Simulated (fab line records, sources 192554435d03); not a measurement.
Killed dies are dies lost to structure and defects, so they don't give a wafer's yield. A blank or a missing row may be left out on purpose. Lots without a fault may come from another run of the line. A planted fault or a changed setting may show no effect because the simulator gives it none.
fab line records | flow n5_finfet
record lots=10 wafers=30 last_day=19
route steps=1938 shown BEOL_M1@802 BEOL_M4@1111
lots that met no fault: from a run of the same line without faults
start_h: hours from the record's first day to the start of the lot's first wafer shown | wait_h: hours since the lot's step before | " the same as in the row above | L1.1+2: a row that stands for several wafers | - no value, or no start given | * or withheld: withheld | < > ~ a bound
route shown NAME@n: a module of which the file shows steps, and the number in the route of the first | usual: mean/standard deviation of fault-free wafers | same: alike in all rows | chamber/n: place in a boat | sites: the reading at each site | _std_site: their standard deviation | _edge_site: outer sites' mean less inner sites' | radius_mm: how far each site lies from the wafer's centre | mask NAME#n: copy n | behind: the tool/chamber that last shaped the wafer | hold: why the lot was held/for how many hours/how that ended | device: the transistor (n, p or np) that didn't switch | end of line: the same wafers' tests at the end of the route | a step without rows: its recipe alone | killed: dies lost to structure and defects at the first sort, not the wafer's yield | map: a wafer's dies, x killed, . not, _ none there
set.NAME: the setting as run; set.NAME@STEP: as run at that earlier step | model.NAME: the simulator's own value behind a step, which no gauge read
steps of the route over a sample of lots; a table a step, a row a wafer
services: from which hour (start_h, from the record's first day; less than 0 if before it) a tool's chamber was out of use, for how many hours, and why
## steps
# step N5_BEOL_M1_STRIP_97
# recipe chemistry=N2/H2 time_s=10 power_w=450 temp_c=40 pressure_mtorr=20 rf_frequency_hz=6e+07 bias_power_w=7 n2_flow_sccm=200 h2_flow_sccm=200
# usual drypump_motor_current_A=5.8/0.45 h2_flow_sccm=200.0/0.56 oes_product_au=0.80/0.098 rf_vpp_V=59.2/0.95 showerhead_plenum_p_Torr=2.53/0.1 throttle_valve_pct=23.80/0.23
# columns lot.wafer tool chamber start_h wait_h drypump_motor_current_A h2_flow_sccm oes_product_au rf_hours_counter_h rf_vpp_V showerhead_plenum_p_Torr throttle_valve_pct
L327.1 rie_diel-02 2 - - 5.3 201.1 0.83 101 59.5 2.45 23.55
L327.3 " 3 " " 5.2 199.9 0.92 25 59.9 2.59 24.15
L327.6 " 0 " " 6.1 199.4 0.69 - 60.1 2.62 23.69
L329.1 rie_diel-05 3 - - 5.2 199.7 0.73 191 59.3 2.53 23.39
L329.4 " 1 " " 5.6 199.6 0.70 213 59.9 2.63 24.01
L329.5 " 2 " " 6.0 199.7 0.78 - 61.0 2.67 24.15
L332.1 rie_diel-05 3 - - 5.1 199.4 0.71 195 59.8 2.52 23.41
L332.4 " 2 " " 6.0 200.3 0.76 133 60.5 2.66 24.16
L332.6 " 0 " " 5.8 199.9 0.70 - 57.8 2.48 24.00
L333.1 rie_diel-06 0 - - 5.3 199.9 0.77 120 59.3 2.35 23.87
L333.4 " 1 " " 6.5 200.3 0.77 - 59.1 2.52 23.84
L333.6 " 2 " " 6.1 199.7 0.94 - 59.7 2.60 23.69
L335.3 rie_diel-06 1 - - 6.5 200.0 0.76 175 58.7 2.51 23.85
L335.4 " 0 " " 5.3 199.4 0.76 123 59.6 2.35 23.85
L335.6 " 1 " " 6.5 200.7 0.75 - 57.9 2.51 23.87
L342.2 rie_diel-06 0 - - 5.3 200.3 0.75 138 60.1 2.34 23.89
L342.3 " 3 " " 6.0 200.5 0.70 211 59.8 2.39 23.77
L342.6 " 0 " " 5.3 200.2 0.75 - 60.0 2.34 23.89
L346.1 rie_diel-02 1 - - 6.6 201.0 0.85 45 59.4 2.70 23.74
L346.4 " 3 " " 5.2 200.8 0.86 60 60.0 2.57 24.20
L346.6 " 0 " " 6.2 200.6 0.94 - 60.2 2.61 23.28
L347.1 rie_diel-06 0 - - 5.3 200.7 0.75 148 59.7 2.34 23.91
L347.2 " 2 " " 6.1 200.8 0.89 35 58.7 2.59 23.73
L347.5 " 3 " " 6.0 200.0 0.69 - 59.2 2.39 23.78
L348.2 rie_diel-06 2 - - 6.1 200.2 0.90 36 58.5 2.59 23.72
L348.5 " 2 " " 6.1 200.5 0.89 - 59.7 2.59 23.72
L348.6 " 3 " " 6.0 200.9 0.69 - 56.5 2.39 23.80
L349.2 rie_diel-06 1 - - 6.5 199.7 0.74 199 58.7 2.50 23.88
L349.4 " 0 " " 5.2 200.5 0.74 153 59.8 2.34 23.92
L349.5 " 3 " " 6.0 199.5 0.69 - 57.3 2.39 23.80
# step N5_BEOL_M1_SURFACE_TREAT_85
# recipe gas=Ar time_s=* ion_energy_ev=* ion_current_ma_cm2=0.5 pressure_mtorr=* ar_flow_sccm=30
# usual throttle_valve_pct=*
# columns lot.wafer tool chamber start_h wait_h throttle_valve_pct
L327.1 pvd_sputter-03 - 134.07 0.1 *
L327.3 " - " " *
L327.6 " - " " *
L329.1 pvd_sputter-01 - 148.76 0.3 *
L329.4 " - " " *
L329.5 " - " " *
L332.1 pvd_sputter-01 - 167.62 0.1 *
L332.4 " - " " *
L332.6 " - " " *
L333.1 pvd_sputter-02 - 179.51 0.2 *
L333.4 " - " " *
L333.6 " - " " *
L335.3 pvd_sputter-03 - 188.94 0.1 *
L335.4 " - " " *
L335.6 " - " " *
L342.2 pvd_sputter-03 - 224.30 0.2 *
L342.3 " - " " *
L342.6 " - " " *
L346.1 pvd_sputter-03 - 244.99 0.2 *
L346.4 " - " " *
L346.6 " - " " *
L347.1 pvd_sputter-03 - 253.00 0.4 *
L347.2 " - " " *
L347.5 " - " " *
L348.2 pvd_sputter-03 - 257.22 0.2 *
L348.5 " - " " *
L348.6 " - " " *
L349.2 pvd_sputter-03 - 269.46 0.2 *
L349.4 " - " " *
L349.5 " - " " *
# step N5_BEOL_M1_CVD_47
# recipe material=Co target_thk_a=30 temp_c=withheld precursor=CCTBA/H2 pressure_torr=30 time_s=223.8
# usual run_length_s=247.0/0.63
# columns lot.wafer tool chamber start_h wait_h run_length_s
L327.1 cvd_co-01 2 134.23 0.1 246.8
L327.3 " 0 " " 248.2
L327.6 " 0 " " 247.9
L329.1 cvd_co-01 0 148.82 0.0 247.6
L329.4 " 1 " " 247.1
L329.5 " 2 " " 246.5
L332.1 cvd_co-01 0 167.75 0.1 108.1
L332.4 " 0 " " 108.3
L332.6 " 1 " " 108.1
L333.1 cvd_co-01 2 179.57 0.0 107.7
L333.4 " 1 " " 107.8
L333.6 " 2 " " 107.5
L335.3 cvd_co-01 2 189.23 0.3 107.4
L335.4 " 1 " " 107.5
L335.6 " 2 " " 107.7
L342.2 cvd_co-02 0 224.42 0.1 247.2
L342.3 " 2 " " 246.5
L342.6 " 1 " " 246.4
L346.1 cvd_co-02 1 245.17 0.2 246.0
L346.4 " 2 " " 247.1
L346.6 " 0 " " 248.1
L347.1 cvd_co-01 2 253.29 0.3 247.1
L347.2 " 1 " " 247.2
L347.5 " 1 " " 247.7
L348.2 cvd_co-02 1 257.29 0.1 246.3
L348.5 " 0 " " 247.3
L348.6 " 1 " " 245.9
L349.2 cvd_co-01 1 269.58 0.1 247.5
L349.4 " 0 " " 248.3
L349.5 " 1 " " 247.1
# step N5_BEOL_M1_SPUTTER_81
# recipe material=Cu target_thk_a=45 temp_c=-20 chamber_pressure_pa=0.07 power_w=withheld time_s=8.29
# usual chuck_gas_flow_sccm=1.27/0.053 throttle_valve_pct=29.9/1.1
# columns lot.wafer tool chamber start_h wait_h chuck_gas_flow_sccm throttle_valve_pct
L327.1 pvd_sputter-03 - 135.07 0.1 1.22 30.9
L327.3 " - " " 1.32 28.5
L327.6 " - " " 1.19 30.9
L329.1 pvd_sputter-02 - 149.76 0.1 1.26 29.9
L329.4 " - " " 1.22 29.9
L329.5 " - " " 1.37 31.6
L332.1 pvd_sputter-01 - 168.35 0.1 1.31 30.9
L332.4 " - " " 1.17 29.9
L332.6 " - " " 1.25 29.7
L333.1 pvd_sputter-02 - 180.19 0.1 1.30 30.3
L333.4 " - " " 1.23 29.8
L333.6 " - " " 1.33 29.9
L335.3 pvd_sputter-02 - 191.18 0.1 1.24 31.7
L335.4 " - " " 1.28 29.6
L335.6 " - " " 1.30 31.7
L342.2 pvd_sputter-02 - 225.10 0.1 1.23 30.0
L342.3 " - " " 1.31 30.1
L342.6 " - " " 1.17 30.2
L346.1 pvd_sputter-02 - 245.91 0.1 1.31 29.8
L346.4 " - " " 1.25 31.8
L346.6 " - " " 1.29 29.7
L347.1 pvd_sputter-03 - 255.42 0.1 1.36 30.6
L347.2 " - " " 1.25 29.0
L347.5 " - " " 1.32 28.4
L348.2 pvd_sputter-02 - 258.08 0.1 1.26 29.9
L348.5 " - " " 1.27 29.9
L348.6 " - " " 1.18 31.6
L349.2 pvd_sputter-03 - 270.24 0.1 1.17 28.5
L349.4 " - " " 1.22 30.7
L349.5 " - " " 1.25 30.8
# step N5_BEOL_M4_RC_MEAS_101
# usual DIBL_N=35.8/1.7 DIBL_P=35.3/2 IOFF_N=0.150/0.026 IOFF_P=0.194/0.029 ION_N=667/11 ION_P=456/7.1 SS_N=71.4/0.65 SS_P=73.1/0.64 VT_N=251/3 VT_P=-252/3.2
# columns lot.wafer tool chamber start_h wait_h DIBL_N[mV/V] DIBL_P[mV/V] IOFF_N[nA/um] IOFF_P[nA/um] ION_N[uA/um] ION_P[uA/um] SS_N[mV/dec] SS_P[mV/dec] VT_N[mV] VT_P[mV]
L327.1 prober-01 0 209.88 0.0 36.5 36.8 0.156 0.193 678 461 72.2 73.0 253 -252
L327.3 " 0 " " 32.5 32.0 0.103 0.136 649 447 70.9 71.8 258 -258
L327.6 " 0 " " 35.6 36.5 0.150 0.190 675 466 71.2 74.1 250 -254
L329.1 prober-02 0 223.98 0.0 36.1 36.4 0.148 0.197 663 452 71.0 73.3 252 -252
L329.4 " 0 " " 36.0 36.0 0.150 0.196 671 462 71.1 73.4 253 -255
L329.5 " 0 " " 37.7 37.8 0.173 0.228 666 457 72.4 74.0 247 -250
L332.1 prober-02 0 248.07 0.0 33.9 32.9 0.125 0.150 669 448 71.4 72.4 255 -255
L332.4 " 0 " " 31.8 31.0 0.097 0.135 644 443 69.8 72.2 256 -257
L332.6 " 0 " " 34.2 33.7 0.125 0.157 662 453 71.0 72.5 253 -254
L333.1 prober-02 0 260.43 0.0 34.8 34.4 0.118 0.165 659 450 70.4 72.9 254 -255
L333.4 " 0 " " 35.6 35.2 0.126 0.167 649 448 71.1 72.2 254 -256
L333.6 " 0 " " 34.6 33.4 0.110 0.152 638 445 70.9 72.4 257 -259
L335.3 prober-01 0 273.25 0.3 36.8 35.8 0.160 0.220 670 466 71.6 73.3 251 -246
L335.4 " 0 " " 36.0 34.6 0.148 0.216 672 463 71.1 73.3 250 -245
L335.6 " 0 " " 36.3 36.0 0.154 0.232 666 463 71.7 73.3 250 -246
L342.2 prober-02 0 313.86 0.2 36.2 37.5 0.165 0.234 667 458 71.4 74.2 244 -247
L342.3 " 0 " " 37.0 36.5 0.162 0.206 678 464 71.6 73.9 249 -249
L342.6 " 0 " " 35.2 35.8 0.137 0.201 659 459 71.2 73.3 250 -250
L346.1 prober-01 0 335.82 0.0 36.1 35.1 0.165 0.231 666 467 71.9 72.7 245 -246
L346.4 " 0 " " 38.2 36.6 0.209 0.262 691 470 71.8 73.3 243 -244
L346.6 " 0 " " 34.3 31.9 0.121 0.186 652 458 70.9 72.6 251 -251
L347.1 prober-01 0 338.72 0.0 33.6 33.6 0.139 0.173 664 454 70.7 72.6 250 -253
L347.2 " 0 " " 33.7 32.3 0.123 0.147 652 452 70.9 71.9 254 -257
L347.5 " 0 " " 33.3 32.0 0.122 0.149 652 445 70.9 72.5 251 -256
L348.2 prober-01 0 344.32 0.2 34.3 34.8 0.117 0.170 668 463 70.9 73.4 255 -253
L348.5 " 0 " " 36.6 37.6 0.153 0.217 666 458 71.9 73.2 253 -251
L348.6 " 0 " " 34.5 35.9 0.129 0.184 674 463 71.3 73.1 252 -253
L349.2 prober-02 0 347.74 0.2 37.6 35.2 0.177 0.217 680 463 71.3 73.9 248 -248
L349.4 " 0 " " 36.5 35.3 0.159 0.212 669 461 70.4 72.7 250 -250
L349.5 " 0 " " 36.8 36.0 0.167 0.225 679 464 71.2 73.7 250 -252
## services
# columns tool chamber start_h hours kind
cvd_co-02 1 114.67 - clean
cvd_co-02 1 114.67 22.0 scheduled_down
cvd_co-02 1 114.67 22.0 vent_cycle
rie_diel-06 0 117.80 3.6 repair
rie_diel-06 2 121.62 - clean
rie_diel-06 2 121.62 - consumable_replace:focus_ring
rie_diel-06 2 121.62 13.3 scheduled_down
rie_diel-06 2 121.62 13.3 vent_cycle
cvd_co-02 0 122.66 6.9 repair
cvd_co-02 2 123.80 9.2 repair
cvd_co-01 - 134.37 2.8 pm
cvd_co-01 - 139.01 6.9 pm
rie_diel-02 - 145.67 1.1 repair
rie_diel-06 3 177.16 1.4 repair
rie_diel-05 0 186.26 - clean
rie_diel-05 0 186.26 - consumable_replace:focus_ring
rie_diel-05 0 186.26 17.9 scheduled_down
rie_diel-05 0 186.26 17.9 vent_cycle
rie_diel-06 1 192.14 6.6 repair
rie_diel-02 0 198.85 - clean
rie_diel-06 3 210.04 5.9 repair
rie_diel-05 - 215.11 2.8 pm
cvd_co-02 - 217.85 0.5 repair
pvd_sputter-02 - 228.43 5.9 repair
## key
first_sign step=N5_BEOL_M1_CVD_47 reading=run_length_s direction=down sigmas=99+ usual=* struck=*
effect none on later readings
met_at N5_BEOL_M1_CVD_47
struck_lots L332,L333,L335
not_acting_at N5_BEOL_M1_STRIP_97,N5_BEOL_M1_SURFACE_TREAT_85,N5_BEOL_M1_SPUTTER_81
onset_between 148.82 167.75
fault kind=process_parameter_drift tool=cvd_co-01 chamber=- onset_h=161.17 steps=N5_BEOL_M1_CVD_47 channel=time_s offset=* shape=step end_h=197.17 acts_in=* stated=*
